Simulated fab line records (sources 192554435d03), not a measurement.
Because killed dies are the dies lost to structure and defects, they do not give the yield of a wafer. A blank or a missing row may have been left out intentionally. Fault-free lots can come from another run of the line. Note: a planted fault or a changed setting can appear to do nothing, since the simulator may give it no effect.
Matching of chambers :: flow n5_finfet :: rie_diel-03 running N5_MOL_CONTACT_COAG_ETCHBACK_134: 4 sister chambers
The step etches SiO2 in CHF3, target depth 10 nm, time 6.7 s. 4 wafers are shown with their chamber, then 10 later ones without.

EACH WAFER AND ITS CHAMBER
wafer: L084.2
chamber: 2
showerhead_plenum_p_Torr (Torr): 2.34

wafer: L085.3
chamber: 3
showerhead_plenum_p_Torr (Torr): 2.36

wafer: L089.1
chamber: 1
showerhead_plenum_p_Torr (Torr): 2.44

wafer: L089.2
chamber: 0
showerhead_plenum_p_Torr (Torr): 2.50

WAFERS MISSING THEIR CHAMBER
wafer: L089.4
showerhead_plenum_p_Torr (Torr): 2.36

wafer: L092.2
showerhead_plenum_p_Torr (Torr): 2.43

wafer: L092.4
showerhead_plenum_p_Torr (Torr): 2.33

wafer: L092.6
showerhead_plenum_p_Torr (Torr): 2.44

wafer: L096.1
showerhead_plenum_p_Torr (Torr): 2.33

wafer: L096.2
showerhead_plenum_p_Torr (Torr): 2.43

wafer: L096.5
showerhead_plenum_p_Torr (Torr): 2.43

wafer: L097.2
showerhead_plenum_p_Torr (Torr): 2.33

wafer: L097.3
showerhead_plenum_p_Torr (Torr): 2.49

wafer: L097.4
showerhead_plenum_p_Torr (Torr): 2.43

CHAMBER TAKEN BY EACH
wafer: L089.4
from the rows above: 3
in truth: 3

wafer: L092.2
from the rows above: 1
in truth: 1

wafer: L092.4
from the rows above: 2
in truth: 2

wafer: L092.6
from the rows above: 1
in truth: 1

wafer: L096.1
from the rows above: 2
in truth: 2

wafer: L096.2
from the rows above: 1
in truth: 1

wafer: L096.5
from the rows above: 1
in truth: 1

wafer: L097.2
from the rows above: 2
in truth: 2

wafer: L097.3
from the rows above: 0
in truth: 0

wafer: L097.4
from the rows above: 1
in truth: 1
Correct placement for 10 of the 10. Left unplaced by these rows: 0. Wrongly placed: 0.
How it was worked out, from the rows above alone: a wafer's distance from a chamber is the root of the sum, over the readings, of the square of ((its reading less the chamber's mean) divided by the reading's scatter). The wafer belongs to the nearest chamber; if the next one is less than 2 further off, it can't be placed. The mean given for a chamber averages the wafers shown for that chamber. The scatter: with one shown wafer a chamber, the root of the mean of the squares of how far each hidden wafer lies from its nearest shown one.
